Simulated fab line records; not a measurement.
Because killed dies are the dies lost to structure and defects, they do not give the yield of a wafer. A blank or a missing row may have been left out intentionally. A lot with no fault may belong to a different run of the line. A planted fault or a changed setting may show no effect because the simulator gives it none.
Matching of chambers | flow nand_harc | 3 sister chambers for NHARC_A_M0_DEP_32 on pecvd-02
The step deposits SiCN, target thk 30 nm. 14 wafers are shown with their chamber, then 7 later ones without.

## EACH WAFER AND ITS CHAMBER
wafer  | chamber | heater_power_w (W)
L076.3 | 0       | 478
L076.4 | 0       | 483
L076.5 | 2       | 738
L079.4 | 0       | 508
L079.5 | 1       | 631
L079.6 | 2       | 781
L080.2 | 2       | 716
L080.5 | 0       | 489
L080.6 | 1       | 598
L078.2 | 1       | 641
L078.5 | 0       | 497
L078.6 | 1       | 642
L084.4 | 2       | 795
L084.5 | 0       | 480

SIGNATURES (averages over the wafers above)
reading        | chamber 0 | chamber 1 | chamber 2 | scatter within a chamber
heater_power_w | 489.17    | 628.00    | 757.50    | 23.4
Rule: a wafer lies at a distance from a chamber equal to the root of the sum of squares, over the readings, of (its reading less the chamber's mean, divided by the reading's scatter). If the next closest chamber is less than 2 further off than the closest, the wafer can't be placed; otherwise it belongs to the closest. The scatter is the square root of a quotient: the sum, over the shown wafers, of each reading's squared deviation from its chamber's mean, divided by wafers minus chambers.

## WAFERS WHOSE CHAMBER IS MISSING
wafer  | heater_power_w (W)
L084.6 | 535
L088.1 | 642
L088.5 | 636
L088.6 | 751
L095.2 | 606
L095.4 | 507
L095.5 | 678

## EACH ONE'S CHAMBER
wafer  | from the rows above     | in truth
L084.6 | 0                       | 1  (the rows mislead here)
L088.1 | 1                       | 1
L088.5 | 1                       | 1
L088.6 | 2                       | 2
L095.2 | 1                       | 1
L095.4 | 0                       | 0
L095.5 | can't be placed: 1 or 2 | 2
Correct placement for 5 of the 7. Can't be placed from these rows: 1 (the true chamber is among the candidates in 1). Wrongly placed: 1.
